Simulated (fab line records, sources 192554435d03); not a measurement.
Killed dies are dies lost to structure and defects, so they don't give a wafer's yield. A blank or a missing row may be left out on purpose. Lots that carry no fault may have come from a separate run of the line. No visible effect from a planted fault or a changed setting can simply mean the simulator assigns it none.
A struck lot beside a sound one / flow n5-finfet / 25 out of 1938 route steps
Sound: the wafers L830.2, L830.3, L830.4. The struck wafers were L819.2, L819.5, L819.6. At the end, the cause is stated.
At each step with rows: each side's tool, then ch and its chambers, then its first start. Under that, the readings that differ: sound wafers / struck wafers / difference of the means / sigmas: that difference in standard deviations of wafers without a fault.
alike: words and numbers the same on both sides, and readings whose means are apart by under 2 such deviations; not compared: readings that were withheld, readings missing a value for some wafer, numbers with overlapping values and no deviation given by the record, and bounds like >300 which may hide the same value.
A row with sigmas, a row that says differs or no value, or rows on one side alone: a step with any of these is where the two part. Numbers that have no deviation but don't overlap get no sigmas and don't part them. A reading that every wafer of one side lacks parts them only if that side has two wafers or more.

first, 11 steps without rows for these wafers: N5_MOL_CONTACT_COAG_ETCHBACK_135 (etches SiO2 in CHF3, target depth 25 nm, time 16.7 s); N5_MOL_CONTACT_COAG_STRIP_118 (strips in CHF3); N5_MOL_CONTACT_COAG_VIA_ETCH_46 (etches SiO2 in C4F6/O2, target depth 46 nm, overetch 9.2 nm, time 40 s); N5_MOL_CONTACT_COAG_STRIP_96 (strips in N2/H2); N5_MOL_CONTACT_COAG_ETCH_47 (etches SiNx in CH3F/O2, stops on W, target depth 27 nm); N5_MOL_CONTACT_COAG_STRIP_119 (strips in N2/H2, time 30 s); N5_MOL_CONTACT_COAG_PRECLEAN_144 (cleans in alkaline clean, time 60 s); N5_MOL_CONTACT_COAG_SRD_145 (time 30 s); N5_MOL_CONTACT_COAG_COAT_62 (time 60 s, resist thk 60 nm); N5_MOL_CONTACT_COAG_COAT_63 (time 60 s, resist thk 10 nm); N5_MOL_CONTACT_COAG_COAT_64 (time 60 s, resist thk 10 nm).
N5_MOL_CONTACT_COAG_COAT_34: resist thk 40 nm.
  sound on litho-track-02 ch 0, day 9 13:41; struck on litho-track-03 ch 0, day 6 21:30
reading=spin-speed-rpm (rpm); sound=1501.7 1499.6 1500.0; struck=1573.6 1571.4 1571.5; difference=+71.7; sigmas=+65
reading=model.CAR-EUV_of_MOL_CONTACT_COAG_COAT_34.thk-nm (nm); sound=40.2 40 40; struck=39 39 39; difference=-1; sigmas=
then, 9 steps without rows for these wafers: N5_MOL_CONTACT_COAG_EBR_36; N5_MOL_CONTACT_COAG_SOFTBAKE_35 (time 60 s); N5_MOL_CONTACT_COAG_EXPOSE_37 (exposes mask VD, defocus 0 nm); N5_MOL_CONTACT_COAG_PEB_38 (peb time 60 s); N5_MOL_CONTACT_COAG_DEVELOP_39 (develop time 30 s); N5_MOL_CONTACT_COAG_DESCUM_45 (chemistry O2, time 7 s); N5_MOL_CONTACT_COAG_ETCH_65 (etches underlayer in N2/H2, target depth 13 nm, time 10.4 s); N5_MOL_CONTACT_COAG_ETCH_66 (etches SiARC in CF4, target depth 13 nm, time 21.7 s); N5_MOL_CONTACT_COAG_ALD_133 (deposits SiO2, target thk 5 nm, pulse time 1 s, co reactant pulse time 1 s).
N5_MOL_CONTACT_COAG_ETCHBACK_134: etches SiO2 in CHF3, target depth 10 nm, time 6.7 s.
  sound on rie-diel-02 ch 1,2,3, day 9 14:41; struck on rie-diel-02 ch 1,2,3, day 6 22:25
reading=model.CAR-EUV_of_MOL_CONTACT_COAG_COAT_34.thk-nm (nm); sound=15.8 15.6 15.6; struck=14.6 14.4 14.4; difference=-1.2; sigmas=
  alike: chamber-pressure-mTorr, drypump-motor-current-A, oes-product-au, rf-vpp-V, showerhead-plenum-p-Torr, throttle-valve-pct
  not compared: rf-hours-counter-h
then, 1 step without rows for these wafers: N5_MOL_CONTACT_COAG_ETCH_67 (etches SOC in N2/H2, target depth 60 nm, overetch 21 nm, time 101.2 s).
-- here the record skips 4 days between the struck wafers' starts before and after, leaving off in module MOL_CONTACT_COAG and picking up in module BEOL_M4 (first step shown: number 1111 of the route) --
N5_BEOL_M4_RC_MEAS_101:
  sound on prober-01 ch 0, day 12 17:48; struck on prober-01 ch 0, day 10 13:51
  alike: DIBL_N, DIBL_P, IOFF_N, IOFF_P, ION_N, ION_P, SS_N, SS_P, VT_N, VT_P
-- record jumps: 4 days separate the struck wafers' starts on either side; left off in module BEOL_M4, taken up again in module PASSIVATION, whose first shown step is the route's number 1936 --
N5_PASSIVATION_PROBE_49:
  the record has rows for the struck wafers here (prober-02, day 15 01:05) and none for the sound ones

WHERE THEY PART
Earliest at N5_MOL_CONTACT_COAG_COAT_34; latest, in this record, at N5_PASSIVATION_PROBE_49.

WHY: whatever the simulator had introduced
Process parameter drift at N5_MOL_CONTACT_COAG_COAT_34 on litho-track-03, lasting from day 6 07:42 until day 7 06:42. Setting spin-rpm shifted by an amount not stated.
